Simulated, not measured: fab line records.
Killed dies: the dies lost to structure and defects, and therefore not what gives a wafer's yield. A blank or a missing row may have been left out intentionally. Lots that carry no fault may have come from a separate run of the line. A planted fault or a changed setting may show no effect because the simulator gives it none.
Problem report in the 8D (eight disciplines) form, filled by code || flow nandHarc || the parts of the form that need people (team, actions taken, sign-off) are left out

== 1. WHAT WENT WRONG ==
Wafers with no fault read 1002 nm with a standard deviation of 7.2, whereas thkNm at NHARC_A_ONON_D1_THK_MEAS_21 reads a mean of 1583 nm on 1 wafer of 1 lot. Relative to the usual mean, that is a shift of +81 standard deviations.
The step: measures by ellipsometry.
First seen on wafer L361.6, day 15 14:52, on filmMetro-02. The record has a number at this step for 37 wafers belonging to 13 lots. Rule for "out", or "out of limits": more than 4 standard deviations from the usual mean. Any other wafer with a number is counted as sound.

== 2. WHAT IT IS; WHAT IT IS NOT ==
{"question": "which readings at this step", "is": "thkNm", "is not": "-"}
{"question": "which lots", "is": "L361", "is not": "L344, L345, L346, L347, L348, L349, L351, L353, L358, L363, L365, L367"}
{"question": "which wafers of those lots", "is": "all that have a number", "is not": "-"}
{"question": "read on which gauges", "is": "filmMetro-02", "is not": "filmMetro-01"}
{"question": "when", "is": "from day 15 14:52", "is not": "up to then (27 sound wafers); but 9 sound wafers of L363, L365, L367 came after"}

== 3. SUSPECTS, AND WHAT RULES EACH OUT ==
Counting: any tool at a process step up to the reading is kept as a suspect provided that every lot that is out went through it and no sound lot did after the first of them.
- the gauge at NHARC_A_ONON_D1_THK_MEAS_21: kept. All the wafers that are out were read on filmMetro-02, and no step on other tools shows them out.
- rieDiel-04 at NHARC_P_BONDPAD_ETCH_12 (etches the open film in CHF3/O2, target depth 200 nm, time 100 s): ruled out as a lasting fault. The sound lots L363, L367 went through it after L361, its earliest lot that is out (day 14 02:14). NHARC_P_BONDPAD_ETCH_12: start missing for some lots; hours and lot order therefore follow NHARC_P_BONDPAD_ANNEAL_28.
- rtpAnneal-01 at NHARC_P_BONDPAD_ANNEAL_28 (time 90 s): ruled out as a lasting fault. The sound lots L363 went through it after L361, its earliest lot that is out (day 14 02:14).
- pecvdOnon-03 at NHARC_A_ONON_D1_DEP_19 (target thk 1000 nm): kept. It ran the lot that is out, L361 (day 15 14:38), and no sound lot after that; its last sound lot up to then is L353 (day 12 03:31).
After counting, pecvdOnon-03 at NHARC_A_ONON_D1_DEP_19 and filmMetro-02 at NHARC_A_ONON_D1_THK_MEAS_21 remain.

== 4. THE CAUSE (what the simulator had put in) ==
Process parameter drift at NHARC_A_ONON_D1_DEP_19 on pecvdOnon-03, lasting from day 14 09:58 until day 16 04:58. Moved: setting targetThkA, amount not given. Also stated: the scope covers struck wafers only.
Of the 2 suspects that counting leaves, this tool is one.

== 5. SEQUENCE OF EFFECTS, ordered by route ==
Each row: a reading where the mean over the struck wafers with a number is more than 3 standard deviations away from the usual. Scope: only readings with a usual standard deviation given in the record; hours: median across lots of the time from each lot's start at the first step in this table that gives one to its start at this step; sigmas: change in usual standard deviations.
{"hours": 0, "step": "NHARC_A_ONON_D1_THK_MEAS_21", "reading": "thkNm", "usual": "1002 nm", "on struck wafers": 1583, "change": "+581", "sigmas": "+81"}

== 6. WHAT WOULD HAVE CAUGHT IT SOONER ==
Counted from the fault's start at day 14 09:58, it took 29 hours until the first out-of-limits reading at a measuring or inspecting step in this record, taken at day 15 14:52.
Tool readings at NHARC_A_ONON_D1_DEP_19 with a usual standard deviation given in the record: none out on any struck wafer, hence no alarm at a limit of 4 standard deviations on them.
All the lots that are out (1) had begun NHARC_A_ONON_D1_DEP_19 on pecvdOnon-03 by day 15 14:52. Tool hold at that time: it would have spared none of them.
